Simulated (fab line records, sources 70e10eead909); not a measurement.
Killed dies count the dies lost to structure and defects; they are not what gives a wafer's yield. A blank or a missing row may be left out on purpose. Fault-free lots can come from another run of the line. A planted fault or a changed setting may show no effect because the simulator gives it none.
Matching of chambers ; flow nand harc ; 4 sister chambers for NHARC_A_WL_FILL_ETCHBACK_26 on rie si-06
The step etches the open film in HBr, target depth 52 nm, time 13.3 s. 18 wafers are shown with their chamber, then 9 later ones without.

## WAFERS PAIRED WITH THEIR CHAMBERS
wafer;chamber;oes product au (a.u.);chamber pressure mTorr (mTorr);throttle valve pct (%)
L076.2;0;1.006;14.991;23.267
L076.5;1;1.015;14.997;23.262
L076.6;0;1.004;14.992;23.255
L075.2;3;0.998;14.987;23.249
L075.5;2;0.982;15.018;23.275
L075.6;3;0.992;15.009;23.276
L078.3;0;1.007;14.982;23.281
L078.4;2;0.967;15.018;23.260
L078.6;2;0.981;14.975;23.268
L079.1;0;1.013;14.999;23.262
L079.2;1;1.014;14.993;23.265
L079.3;3;1.000;15.009;23.276
L082.1;0;1.016;15.007;23.267
L082.2;3;0.997;14.992;23.270
L082.5;2;0.968;14.993;23.262
L083.2;0;1.004;14.991;23.252
L083.4;3;1.000;14.990;23.270
L083.5;1;1.006;14.986;23.269

SIGNATURES (means of the wafers above)
reading;chamber 0;chamber 1;chamber 2;chamber 3;scatter within a chamber
oes product au;1.00833;1.01167;0.97450;0.99740;0.00544
chamber pressure mTorr;14.99367;14.99200;15.00100;14.99740;0.0125
throttle valve pct;23.26400;23.26533;23.26625;23.26820;0.00924
Rule: a wafer lies at a distance from a chamber equal to the root of the sum of squares, over the readings, of (its reading less the chamber's mean, divided by the reading's scatter). If the next closest chamber is less than 2 further off than the closest, the wafer can't be placed; otherwise it belongs to the closest. The scatter: the root of (the sum of the squares of (reading less its chamber's mean) over the shown wafers, divided by (wafers less chambers)).

## WAFERS WITHOUT THEIR CHAMBER
wafer;oes product au (a.u.);chamber pressure mTorr (mTorr);throttle valve pct (%)
L090.2;0.993;14.977;23.275
L090.3;0.997;14.986;23.269
L090.6;0.999;14.994;23.264
L094.1;1.003;15.037;23.270
L094.3;0.980;14.988;23.272
L094.4;0.990;14.999;23.261
L095.3;1.000;14.988;23.281
L095.5;1.000;14.996;23.254
L095.6;0.991;15.001;23.256

## THE CHAMBER EACH PASSED THROUGH
wafer;from the rows above;in truth
L090.2;can't be placed: 3 or 0 or 1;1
L090.3;can't be placed: 3 or 0 or 1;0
L090.6;can't be placed: 3 or 0 or 1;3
L094.1;can't be placed: 3 or 0 or 1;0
L094.3;can't be placed: 2 or 3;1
L094.4;can't be placed: 3 or 2 or 0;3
L095.3;can't be placed: 3 or 0 or 1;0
L095.5;can't be placed: 3 or 0 or 1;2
L095.6;can't be placed: 3 or 2 or 0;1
Correct placement for 0 of the 9. Cannot be placed on the basis of these rows: 9; the candidates contain the true chamber in 6. 0 placed wrongly.
